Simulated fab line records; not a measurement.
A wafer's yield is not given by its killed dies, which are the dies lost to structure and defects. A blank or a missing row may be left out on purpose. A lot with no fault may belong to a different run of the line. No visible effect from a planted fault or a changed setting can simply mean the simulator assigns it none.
Comparing a struck lot with a sound one + flow n5Finfet + 27 out of 1938 route steps
Sound: wafers L969.1, L969.4, L969.6. Wafers struck: L974.2, L974.5, L974.6. Last of all comes the cause.
Per side, at each step with rows, come the tool, then ch with its chambers, and then its first start. Under that, the readings that differ: sound wafers + struck wafers + difference of the means + sigmas: that difference in standard deviations of wafers without a fault.
alike: a reading whose means differ by less than 2 such deviations, as well as words and numbers matching on both sides. not compared: withheld readings; readings where some wafer has no value; bounds like >300 that might hide an equal value; numbers whose values overlap and for which the record gives no deviation.
Wherever a step has rows on one side only, a row that says differs or no value, or a row with sigmas, the two part there. When numbers do not overlap yet have no deviation, they are printed without sigmas and do not part them. A reading that every wafer of one side lacks parts them only if that side has two wafers or more.

first, 11 steps without rows for these wafers: N5_BEOL_M1_STRIP_65 (strips in N2/H2); N5_BEOL_M1_STRIP_75 (strips in N2/H2); N5_BEOL_M1_STRIP_66 (strips in CF4); N5_BEOL_M1_HM_OPEN_17 (chemistry Cl2/BCl3, target TiN, target depth 20 nm, overetch 6 nm); N5_BEOL_M1_STRIP_19 (strips in O2); N5_BEOL_M1_COAT_67 (time 60 s, resist thk 60 nm); N5_BEOL_M1_COAT_68 (time 60 s, resist thk 12 nm); N5_BEOL_M1_COAT_76 (time 60 s, resist thk 5 nm); N5_BEOL_M1_COAT_22 (resist thk 30 nm); N5_BEOL_M1_EBR_24; N5_BEOL_M1_SOFTBAKE_23 (time 60 s).
N5_BEOL_M1_EXPOSE_25: exposes mask V0, defocus 5 nm, target cd 24 nm.
  sound on euvScanner-02 ch 0, day 8 23:23; struck on euvScanner-01 ch 0, day 10 14:56
| reading           | sound             | struck            | difference | sigmas |
|-------------------|-------------------|-------------------|------------|--------|
| exposureDoseMJCm2 | 62.94 62.91 62.98 | 59.67 59.70 59.75 | -3.24      | -51    |
  alike: mask
then, 2 steps without rows for these wafers: N5_BEOL_M1_PEB_26 (peb time 60 s); N5_BEOL_M1_DEVELOP_27 (develop time 30 s).
N5_BEOL_M1_CD_MEAS_28: target cd y 23.3 nm.
  sound on cdSem-01 ch 0, day 8 23:32; struck on cdSem-02 ch 0, day 10 15:05
| reading   | sound             | struck            | difference | sigmas |
|-----------|-------------------|-------------------|------------|--------|
| cdNm (nm) | 23.80 23.92 23.85 | 22.49 23.14 22.92 | -1.01      | -4     |
then, 8 steps without rows for these wafers: N5_BEOL_M1_DESCUM_33 (chemistry O2, time 7 s); N5_BEOL_M1_ETCH_77 (etches underlayer in N2/H2, target depth 6.5 nm, time 5.2 s); N5_BEOL_M1_ETCH_69 (etches SiARC in CF4, target depth 15.6 nm, time 26 s); N5_BEOL_M1_ALD_98 (deposits SiO2, target thk 2.5 nm, pulse time 1 s, co reactant pulse time 1 s); N5_BEOL_M1_ETCHBACK_99 (etches SiO2 in CHF3, target depth 5 nm, time 10.4 s); N5_BEOL_M1_ETCH_70 (etches SOC in N2/H2, target depth 80 nm, overetch 16 nm, time 120 s); N5_BEOL_M1_STRIP_71 (strips in N2/H2); N5_BEOL_M1_STRIP_78 (strips in N2/H2).
N5_BEOL_M1_VIA_ETCH_34: etches the open film in C4F6/O2, target depth 67.8 nm, time 64.4 s.
  sound on rieDiel-03 ch 0,3, day 9 03:59; struck on rieDiel-03 ch 1,2,3, day 10 17:38
| reading                 | sound        | struck       | difference | sigmas |
|-------------------------|--------------|--------------|------------|--------|
| model.BEOL_M1.cdNm (nm) | 17.8 18.2 18 | 17 17.2 16.8 | -1         |        |
  alike: biasW, drypumpMotorCurrentA, oesProductAu, rfFwdPowerW, rfVppV, showerheadPlenumPTorr, throttleValvePct
  not compared: rfHoursCounterH
then, 1 step without rows for these wafers: N5_BEOL_M1_STRIP_83 (strips in C4F6/O2).
N5_BEOL_M4_RC_MEAS_101:
  sound on prober-01 ch 0, day 10 21:54; struck on prober-02 ch 0, day 12 12:37
| reading        | sound          | struck         | difference | sigmas |
|----------------|----------------|----------------|------------|--------|
| DIBL_P (mV/V)  | 37.0 38.8 37.5 | 34.4 34.1 30.8 | -4.7       | -2     |
| IOFF_P (nA/um) | 0.26 0.30 0.28 | 0.20 0.19 0.15 | -0.10      | -3     |
| ION_P (uA/um)  | 470 472 477    | 457 459 451    | -17        | -2     |
| VT_N (mV)      | 249 244 246    | 253 256 254    | +8         | +2     |
| VT_P (mV)      | -245 -244 -242 | -251 -251 -253 | -8         | -2     |
  alike: DIBL_N, IOFF_N, ION_N, SS_N, SS_P
-- record jumps: 4 days separate the struck wafers' starts on either side; left off in module BEOL_M4, taken up again in module PASSIVATION, whose first shown step is the route's number 1936 --
N5_PASSIVATION_PROBE_49:
  only the struck wafers here have rows in the record (prober-01, day 16 16:37); the sound ones have none

WHERE THEY PART
Earliest at N5_BEOL_M1_EXPOSE_25; latest, in this record, at N5_PASSIVATION_PROBE_49.

WHY: what had been put in by the simulator
Process parameter drift: euvScanner-01, from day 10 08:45 on, at N5_BEOL_M1_EXPOSE_25. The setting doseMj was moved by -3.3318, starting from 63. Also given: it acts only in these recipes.
